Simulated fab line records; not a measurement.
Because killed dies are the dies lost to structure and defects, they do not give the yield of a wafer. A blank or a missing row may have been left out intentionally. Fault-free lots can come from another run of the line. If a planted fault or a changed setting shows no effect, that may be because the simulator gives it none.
Problem report, 8D (eight disciplines) form, completed by code + flow n5 finfet + the parts of the form that need people (team, actions taken, sign-off) are left out

1. WHAT IS WRONG
trench depth nm at N5_BEOL_M13_OCD_MEAS_35 reads a mean of 603 nm on 1 wafer of 1 lot; wafers without a fault read 411 nm with a standard deviation of 5.9. Measured from the usual mean, that is +33 standard deviations.
Seen first at day 17 11:41 on ocd-01, wafer L486.3. The record holds 20 wafers of 7 lots with a number at this step. The rule behind "out" and "out of limits": a value lying over 4 standard deviations away from the usual mean. Any other wafer with a number is counted as sound.

2. WHAT IT IS AND WHAT IT IS NOT
| question                    | is                | is not                                                                    |
|-----------------------------|-------------------|---------------------------------------------------------------------------|
| which readings at this step | trench depth nm   | -                                                                         |
| which lots                  | L486              | L472, L473, L477, L479, L492, L493                                        |
| which wafers of those lots  | L486.3            | L486.6                                                                    |
| read on which gauges        | ocd-01            | ocd-02                                                                    |
| when                        | from day 17 11:41 | up to then (13 sound wafers); but 6 sound wafers of L492, L493 came after |

3. SUSPECTS, AND WHAT RULES EACH OUT
Counting: a tool at a process step up to the reading stays a suspect if it ran every lot that is out. Sound lots after the first of them don't rule it out here, since some wafers of a struck lot are sound.
- the gauge at N5_BEOL_M13_OCD_MEAS_35 is ruled out. All the wafers that are out were read on ocd-01, but those of them that N5_BEOL_M13_THK_MEAS_50 has rows for are out there too, on other tools.
- rie diel-06 at N5_BEOL_M13_TRENCH_ETCH_34 (etches SiOC in C4F8/O2/Ar, target depth 413.47 nm, time 162.6 s): kept. The lot that is out, L486, ran on it at day 17 11:31; the last sound lot it ran before that was L477, at day 14 09:38.
- Within rie diel-06 at N5_BEOL_M13_TRENCH_ETCH_34, the wafers that are out were processed in chamber 1 and their sound lot-mates in chamber 2.
After counting, what remains is rie diel-06 at N5_BEOL_M13_TRENCH_ETCH_34.

4. THE CAUSE (what the simulator had put in)
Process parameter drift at N5_BEOL_M13_TRENCH_ETCH_34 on rie diel-06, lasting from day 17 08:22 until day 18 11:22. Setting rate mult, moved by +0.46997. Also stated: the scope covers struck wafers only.
After counting, this tool was the only one left.

5. THE EFFECT CHAIN, in route order
Each row: a reading where the mean over the struck wafers with a number is more than 3 standard deviations away from the usual. Only readings whose record carries a usual standard deviation are examined. hours: median over the lots of the time between each lot's start at the first step of this table that gives one and its start at this step. sigmas: the change, counted in usual standard deviations.
| hours | step                    | reading           | usual         | on struck wafers | change  | sigmas |
|-------|-------------------------|-------------------|---------------|------------------|---------|--------|
| 0     | N5_BEOL_M13_OCD_MEAS_35 | trench depth nm   | 411 nm        | 603              | +192    | +33    |
| 6     | N5_BEOL_M13_THK_MEAS_50 | M13_THK           | 418 nm        | 619              | +201    | +29    |
| 6     | N5_BEOL_M13_RS_MEAS_54  | M13_RS            | 0.0452 ohm/sq | 0.0306           | -0.0146 | -23    |
| 18    | N5_BEOL_M15_RC_MEAS_101 | SERP_M13          | 0.310 ohm/um  | 0.207            | -0.103  | -20    |
| 18    | N5_BEOL_M15_RC_MEAS_101 | SERP_M13_max_site | 0.314 ohm/um  | 0.209            | -0.105  | -19    |

6. WHAT WOULD HAVE CAUGHT IT SOONER
In this record the first reading out of limits at a measuring or inspecting step was taken at day 17 11:41, 3 hours after the fault began at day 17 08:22.
Tool readings at N5_BEOL_M13_TRENCH_ETCH_34 with a usual standard deviation given in the record: none out on any struck wafer, hence no alarm at a limit of 4 standard deviations on them.
Each of the lots that are out, 1 in all, had begun N5_BEOL_M13_TRENCH_ETCH_34 on rie diel-06 no later than day 17 11:41. A hold on the tool at that time would have spared none of them.
